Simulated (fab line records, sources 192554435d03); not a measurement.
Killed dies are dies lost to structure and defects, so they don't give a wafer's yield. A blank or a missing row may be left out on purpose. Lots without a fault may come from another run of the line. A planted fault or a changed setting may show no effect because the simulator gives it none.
A struck lot beside a sound one | flow n5_finfet | 16 steps out of a route of 1938
Sound: wafers L956.2, L956.4, L956.6. Struck: wafer L954.6. (L954.2, L954.3 of the same lot were not struck and are left out.) The cause comes at the end.
At each step with rows: each side's tool, then ch and its chambers, then its first start. Under that, the readings that differ: sound wafers | struck wafers | difference of the means | sigmas: that difference in standard deviations of wafers without a fault.
alike: readings whose means differ by less than 2 such deviations, and words and numbers that are the same on both sides. not compared: withheld readings, readings that some wafer has no value for, bounds like >300 that may hide the same value, and numbers for which the record gives no deviation and whose values overlap.
The two part at a step that has a row with sigmas, a row that says differs or no value, or rows on one side only. Numbers that don't overlap but have no deviation are shown without sigmas and don't part them. A reading that every wafer of one side lacks parts them only if that side has two wafers or more.

first, 8 steps without rows for these wafers: N5_BEOL_M3_COAT_68 (time 60 s, resist thk 12 nm); N5_BEOL_M3_COAT_76 (time 60 s, resist thk 5 nm); N5_BEOL_M3_COAT_22 (resist thk 30 nm); N5_BEOL_M3_EBR_24; N5_BEOL_M3_SOFTBAKE_23 (time 60 s); N5_BEOL_M3_EXPOSE_25 (exposes mask V2, defocus 5 nm); N5_BEOL_M3_PEB_26 (peb time 60 s); N5_BEOL_M3_DEVELOP_27 (develop time 30 s).
N5_BEOL_M3_CD_MEAS_28: target cd 25.7 nm, target cd y 23.3 nm.
  sound on cd_sem-02 ch 0, day 10 15:09; struck on cd_sem-03 ch 0, day 9 15:03
  alike: cd_nm
N5_BEOL_M3_OVL_MEAS_29:
  sound on overlay-01 ch 0, day 10 15:11; struck on overlay-02 ch 0, day 9 15:05
  alike: V2_OVL
N5_BEOL_M3_INSPECT_30: inspects for defects (brightfield).
  sound on defect_inspect-01, day 10 15:14; struck on defect_inspect-01, day 9 15:08
  alike: raw_defect_count
N5_BEOL_M3_DESCUM_33: chemistry O2, time 7 s.
  sound on rie_diel-02 ch 0,2, day 10 15:21; struck on rie_diel-04 ch 1, day 9 15:16
  reading               | sound          | struck | difference | sigmas
  oes_product_au (a.u.) | 0.74 0.71 0.73 | 0.88   | +0.15      | +2
  alike: chamber_pressure_mTorr, drypump_motor_current_A, rf_vpp_V, showerhead_plenum_p_Torr, throttle_valve_pct
  not compared: rf_hours_counter_h
N5_BEOL_M3_ETCH_77: etches underlayer in N2/H2, target depth 6.5 nm, time 5.2 s.
  sound on rie_diel-02 ch 0,2, day 10 15:23; struck on rie_diel-04 ch 1, day 9 15:17
  reading               | sound          | struck | difference | sigmas
  etch_rf_on_time_s (s) | 5.21 5.12 5.24 | 3.57   | -1.62      | -16
  oes_product_au (a.u.) | 0.61 0.62 0.60 | 0.90   | +0.29      | +5
  alike: chamber_pressure_mTorr, drypump_motor_current_A, rf_vpp_V, showerhead_plenum_p_Torr, throttle_valve_pct
  not compared: rf_hours_counter_h
N5_BEOL_M3_ETCH_69: etches SiARC in CF4, target depth 15.6 nm, time 26 s.
  sound on rie_diel-02 ch 0,2, day 10 15:24; struck on rie_diel-04 ch 1, day 9 15:19
  reading               | sound          | struck | difference | sigmas
  etch_rf_on_time_s (s) | 26.1 25.6 26.2 | 27.0   | +1.0       | +2
  alike: chamber_pressure_mTorr, drypump_motor_current_A, oes_product_au, rf_vpp_V, showerhead_plenum_p_Torr, throttle_valve_pct
  not compared: rf_hours_counter_h
N5_BEOL_M4_RC_MEAS_101:
  sound on prober-02 ch 0, day 11 11:08; struck on prober-01 ch 0, day 10 09:25
  alike: DIBL_N, DIBL_P, IOFF_N, IOFF_P, ION_N, ION_P, SS_N, SS_P, VT_N, VT_P
-- the record jumps here: 4 days lie between the struck wafers' starts before and after (it left off in module BEOL_M4 and takes up again in module PASSIVATION, whose first step shown is number 1936 of the route) --
N5_PASSIVATION_PROBE_49:
  the record has rows for the struck wafers here (prober-02, day 14 19:53) and none for the sound ones

WHERE THEY PART
First at N5_BEOL_M3_DESCUM_33; last, within this record, at N5_PASSIVATION_PROBE_49.

WHY: what the simulator had put in
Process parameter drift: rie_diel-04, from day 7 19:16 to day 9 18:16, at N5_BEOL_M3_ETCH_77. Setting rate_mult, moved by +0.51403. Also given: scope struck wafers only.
